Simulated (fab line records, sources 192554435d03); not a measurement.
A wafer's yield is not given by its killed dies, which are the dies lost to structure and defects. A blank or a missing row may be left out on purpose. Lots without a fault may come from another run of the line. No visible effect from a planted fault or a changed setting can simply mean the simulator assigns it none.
Split-lot trial | flow n5-finfet | 7 lots, 39 wafers read, on a route of 1938 steps

THE SPLIT ITSELF
At N5_MOL_CONTACT_COAG_ETCH_105 (etches SiARC in CF4, target depth 15.6 nm, time 26 s), the setting bias-w was moved away from the recipe's 36 W on 18 of the 39 wafers read, by -16.3% to +9.0%. The other wafers ran this setting at the recipe's value.

The reading comes from the split's own step.

THE READING
rf-vpp-V, in V, at N5_MOL_CONTACT_COAG_ETCH_105 (etches SiARC in CF4, target depth 15.6 nm, time 26 s). A value of 184.2 V with a standard deviation of 1.1 V is what fault-free wafers of this fab line usually give.

wafer  | tool, chamber at the split | bias-w as run, W | against the recipe | rf-vpp-V, V | against lot-mates on the recipe
L075.1 | rie-diel-03, 3             | 36               | recipe             | 184.3       | -
L075.2 | rie-diel-03, 0             | 31.35            | -12.9%             | 168.7       | -16.0
L075.3 | rie-diel-03, 2             | 36               | recipe             | 184.8       | -
L075.4 | rie-diel-03, 1             | 31.35            | -12.9%             | 167.4       | -17.3
L075.5 | rie-diel-03, 0             | 36               | recipe             | 185.1       | -
L075.6 | rie-diel-03, 3             | 31.35            | -12.9%             | 168.9       | -15.8
L076.1 | rie-diel-04, 0             | 36               | recipe             | 185.0       | -
L076.3 | rie-diel-04, 1             | 36               | recipe             | 184.0       | -
L076.6 | rie-diel-04, 1             | 36               | recipe             | 184.3       | -
L079.1 | rie-diel-03, 2             | 30.12            | -16.3%             | 164.8       | -19.6
L079.2 | rie-diel-03, 1             | 30.12            | -16.3%             | 162.9       | -21.5
L079.3 | rie-diel-03, 3             | 36               | recipe             | 183.2       | -
L079.4 | rie-diel-03, 0             | 36               | recipe             | 184.6       | -
L079.5 | rie-diel-03, 3             | 30.12            | -16.3%             | 165.1       | -19.3
L079.6 | rie-diel-03, 2             | 36               | recipe             | 185.5       | -
L086.1 | rie-diel-05, 2             | 36               | recipe             | 184.3       | -
L086.2 | rie-diel-05, 3             | 39.24            | +9.0%              | 194.6       | +10.6
L086.3 | rie-diel-05, 1             | 36               | recipe             | 182.8       | -
L086.4 | rie-diel-05, 0             | 39.24            | +9.0%              | 195.3       | +11.3
L086.5 | rie-diel-05, 0             | 39.24            | +9.0%              | 194.4       | +10.4
L086.6 | rie-diel-05, 3             | 36               | recipe             | 184.9       | -
L089.1 | rie-diel-04, 3             | 31.96            | -11.2%             | 169.9       | -14.1
L089.2 | rie-diel-04, 1             | 36               | recipe             | 183.7       | -
L089.3 | rie-diel-04, 2             | 36               | recipe             | 183.8       | -
L089.4 | rie-diel-04, 2             | 31.96            | -11.2%             | 170.0       | -14.0
L089.5 | rie-diel-04, 3             | 31.96            | -11.2%             | 168.6       | -15.4
L089.6 | rie-diel-04, 1             | 36               | recipe             | 184.6       | -
L091.1 | rie-diel-04, 0             | 38.48            | +6.9%              | 194.1       | +10.8
L091.2 | rie-diel-04, 1             | 36               | recipe             | 184.5       | -
L091.3 | rie-diel-04, 2             | 36               | recipe             | 183.4       | -
L091.4 | rie-diel-04, 2             | 36               | recipe             | 182.1       | -
L091.5 | rie-diel-04, 1             | 38.48            | +6.9%              | 192.6       | +9.3
L091.6 | rie-diel-04, 0             | 38.48            | +6.9%              | 193.3       | +10.0
L095.1 | rie-diel-05, 2             | 38.77            | +7.7%              | 193.0       | +10.0
L095.2 | rie-diel-05, 0             | 36               | recipe             | 182.8       | -
L095.3 | rie-diel-05, 1             | 36               | recipe             | 182.9       | -
L095.4 | rie-diel-05, 0             | 36               | recipe             | 183.3       | -
L095.5 | rie-diel-05, 2             | 38.77            | +7.7%              | 190.0       | +7.0
L095.6 | rie-diel-05, 1             | 38.77            | +7.7%              | 191.4       | +8.4

FIT RESULTS
A straight line over all 39 wafers: rf-vpp-V changes by +1.21 V for each +1% of bias-w; r = +0.99; the points scatter about the line by 1.1 V.
The same after taking each lot's own level away (the mean of its wafers on the recipe; 39 wafers): +1.25 V for each +1%; r = +1.00; scatter 0.94 V.
Per that fit: largest bias-w move, reading shift of 20 V.
The lots' own levels span 183.00 to 184.73 V, that is 1.6 times the standard deviation above.
The two slopes are in agreement: the lot-to-lot level therefore moves the slope only a little.
Check: -20.6 V against its lot-mates is what the line predicts for one of the wafers moved furthest among these (-16.3%) when that wafer is left out of the fit. It came out at -19.6 V against them.
Tool readings at the split's step, against how far the setting was moved: etch-rf-on-time-s r = -0.89; rf-vpp-V r = +0.99.

FURTHER SPLITS ON THESE WAFERS
Other splits were also applied to these wafers ahead of the reading. Each is held against what the fit with the lots' levels taken away leaves over:
other split on the same wafers | wafers away from the commonest value | r with rf-vpp-V (lot level and that fit taken away)
N5_DUMMY_GATE_ETCH_32 time-s   | 15                                   | -0.24
N5_HKMG_FIN_ETCH_35 source-w   | 12                                   | +0.02

THE WHOLE CHAIN: every reading that the file lists as answering this split, in the file's order
step                         | what it does                                         | reading           | change (the file's fit)              | r (the file's)
N5_MOL_CONTACT_COAG_ETCH_105 | etches SiARC in CF4, target depth 15.6 nm, time 26 s | etch-rf-on-time-s | withheld for each +1% of the setting | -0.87
N5_MOL_CONTACT_COAG_ETCH_105 | etches SiARC in CF4, target depth 15.6 nm, time 26 s | rf-vpp-V          | +1.25 V for each +1% of the setting  | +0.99

FILE'S OWN FIT
rf-vpp-V changes by +1.25 V for each +1% of bias-w, r = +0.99.
